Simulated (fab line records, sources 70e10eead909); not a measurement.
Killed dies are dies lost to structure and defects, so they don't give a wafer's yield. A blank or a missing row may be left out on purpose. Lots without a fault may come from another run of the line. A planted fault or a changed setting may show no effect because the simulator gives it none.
Which tool did it? | flow nand_harc | 12 lots, 36 wafers sampled, at 4 steps of a route of 1159

WHAT THE GAUGES READ, wafer by wafer
NHARC_P_CONTACT_CD_MEAS_19.
lot  | measured     | on        | cd_nm (nm)
L244 | day 5 19:42  | cd_sem-03 | 89.9 90.0 91.6
L245 | day 5 21:53  | cd_sem-03 | 91.6 90.3 88.5
L246 | day 6 07:57  | cd_sem-02 | 89.9 88.1 91.6
L252 | day 7 13:49  | cd_sem-02 | 88.0 90.3 90.1
L253 | day 7 22:38  | cd_sem-03 | 90.7 88.8 90.2
L254 | day 7 23:10  | cd_sem-02 | 87.6 88.8 87.9
L258 | day 8 19:50  | cd_sem-01 | 89.4 87.2 90.0
L255 | day 8 20:44  | cd_sem-01 | 87.2 85.6 86.9
L259 | day 9 10:28  | cd_sem-03 | 89.4 89.0 89.9
L260 | day 9 10:50  | cd_sem-03 | 86.4 88.8 88.8
L264 | day 10 15:22 | cd_sem-02 | 89.6 89.1 91.4
L267 | day 11 08:31 | cd_sem-02 | 90.9 88.2 88.7

NHARC_P_M0_CD_MEAS_09: target cd 90 nm.
lot  | measured     | on        | cd_nm (nm)
L244 | day 6 05:30  | cd_sem-02 | 91.1 89.4 91.1
L245 | day 6 05:59  | cd_sem-02 | 90.6 90.8 90.7
L246 | day 6 11:05  | cd_sem-01 | 90.9 89.5 90.2
L252 | day 7 18:31  | cd_sem-01 | 89.1 89.6 89.5
L253 | day 8 02:01  | cd_sem-03 | 90.6 89.6 90.1
L254 | day 8 02:59  | cd_sem-02 | 91.4 89.3 90.8
L258 | day 8 22:59  | cd_sem-01 | 90.1 90.1 90.9
L255 | day 8 23:55  | cd_sem-03 | 90.7 90.0 90.6
L259 | day 9 20:07  | cd_sem-03 | 89.7 90.4 90.4
L260 | day 9 23:29  | cd_sem-02 | 89.0 90.5 89.7
L264 | day 10 18:48 | cd_sem-03 | 93.8 90.0 89.9
L267 | day 11 13:34 | cd_sem-01 | 89.0 88.7 89.1

WHICH TOOL RAN EACH LOT (tool, then ch and the chambers of the sampled wafers, then the start)
lot  | NHARC_P_CONTACT_DEGAS_38     | NHARC_P_M0_PEB_07
L244 | pvd_sputter-02, day 5 20:29  | litho_track-04 ch 0, day 6 05:25
L245 | pvd_sputter-02, day 5 22:37  | litho_track-04 ch 0, day 6 05:55
L246 | pvd_sputter-03, day 6 08:40  | litho_track-06 ch 0, day 6 11:00
L252 | pvd_sputter-02, day 7 14:35  | litho_track-06 ch 0, day 7 18:26
L253 | pvd_sputter-02, day 7 23:31  | litho_track-04 ch 0, day 8 01:55
L254 | pvd_sputter-02, day 7 23:58  | litho_track-06 ch 0, day 8 02:54
L258 | pvd_sputter-03, day 8 20:34  | litho_track-06 ch 0, day 8 22:54
L255 | pvd_sputter-03, day 8 21:29  | litho_track-06 ch 0, day 8 23:49
L259 | pvd_sputter-02, day 9 11:14  | litho_track-04 ch 0, day 9 20:02
L260 | pvd_sputter-03, day 9 11:35  | litho_track-04 ch 0, day 9 23:23
L264 | pvd_sputter-01, day 10 16:06 | litho_track-04 ch 0, day 10 18:43
L267 | pvd_sputter-03, day 11 09:14 | litho_track-01 ch 0, day 11 13:29
- NHARC_P_CONTACT_DEGAS_38: time 60 s.
- NHARC_P_M0_PEB_07: peb time 65 s.

WHAT THE TOOLS THEMSELVES READ (means of the sampled wafers that have a number; where no wafer has one, the mark that the record gives instead)
NHARC_P_CONTACT_DEGAS_38.
lot  | tool           | heater_power_w (W)
L244 | pvd_sputter-02 | 432
L245 | pvd_sputter-02 | 466
L246 | pvd_sputter-03 | 503
L252 | pvd_sputter-02 | 494
L253 | pvd_sputter-02 | 451
L254 | pvd_sputter-02 | 489
L258 | pvd_sputter-03 | 507
L255 | pvd_sputter-03 | 508
L259 | pvd_sputter-02 | 486
L260 | pvd_sputter-03 | 501
L264 | pvd_sputter-01 | 468
L267 | pvd_sputter-03 | 490

THE ANSWER, worked out from the rows above alone
Rule: what is usual is taken from the lots themselves. Put in order of their means at a reading, lots are off if they are a third of the lots or fewer, leave a main group of 4 or more, and stand apart from it by a gap of 3 or more times the standard deviation of the main group's means; of several such gaps the widest counts. A main group whose means are all the same, to the digits that the tables above print for the reading, isn't used. A lot without any number at a reading at which 4 lots or more have one is off too. The other lots that the step has rows for count as sound. The gauges are gone through in route order, then the tools' own readings, and for those a lot's mean is taken as printed above. The first step at which some lot is off is used, and at that step the reading that is off furthest; a lot without a number counts as furthest.
No lot is off at any reading shown: from this, nothing can be told.

WHAT THE SIMULATOR HAD PUT IN
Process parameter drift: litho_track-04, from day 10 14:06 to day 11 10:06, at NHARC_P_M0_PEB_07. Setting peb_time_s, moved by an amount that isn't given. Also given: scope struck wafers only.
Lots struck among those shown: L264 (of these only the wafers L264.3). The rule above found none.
